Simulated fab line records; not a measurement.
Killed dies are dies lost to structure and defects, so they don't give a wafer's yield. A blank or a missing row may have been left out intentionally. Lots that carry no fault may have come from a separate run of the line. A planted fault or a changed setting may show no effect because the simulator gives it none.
Matching of chambers -- flow nand harc -- NHARC_A_BONDPAD_DEP_00 on pecvd-03: 3 sister chambers
The step deposits SiCN, target thk 250 nm. 16 wafers are shown with their chamber, then 8 later ones without.

WAFERS, EACH WITH ITS CHAMBER
wafer,chamber,heater power w (W)
L075.1,2,620
L075.4,2,496
L075.5,1,625
L074.1,1,658
L074.5,2,547
L074.6,0,611
L078.1,2,585
L078.3,0,602
L078.6,0,601
L083.1,0,578
L083.2,2,482
L083.6,2,493
L085.3,0,593
L085.5,2,570
L085.6,0,599
L094.3,2,554

SIGNATURES (averages over the wafers above)
reading,chamber 0,chamber 1,chamber 2,scatter within a chamber
heater power w,597.33,641.50,543.38,37.4
Rule: for each reading, subtract the chamber's mean from the wafer's reading, divide by that reading's scatter and square the result; add these up over the readings and take the root, which gives the wafer's distance from the chamber. The wafer belongs to the nearest chamber; if the next one is less than 2 further off, it can't be placed. The scatter is the square root of a quotient: the sum, over the shown wafers, of each reading's squared deviation from its chamber's mean, divided by wafers minus chambers.

WAFERS WHOSE CHAMBER IS MISSING
wafer,heater power w (W)
L094.4,551
L094.6,563
L096.1,501
L096.2,573
L096.5,617
L097.3,574
L097.4,537
L097.5,588

CHAMBER TAKEN BY EACH
wafer,from the rows above,in truth
L094.4,can't be placed: 2 or 0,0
L094.6,can't be placed: 2 or 0 or 1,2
L096.1,can't be placed: 2 or 0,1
L096.2,can't be placed: 0 or 2 or 1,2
L096.5,can't be placed: 0 or 1 or 2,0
L097.3,can't be placed: 0 or 2 or 1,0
L097.4,can't be placed: 2 or 0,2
L097.5,can't be placed: 0 or 2 or 1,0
0 of 8 placed correctly. From these rows, 8 cannot be placed; in 7 the true chamber is one of the candidates. Wrongly placed: 0.
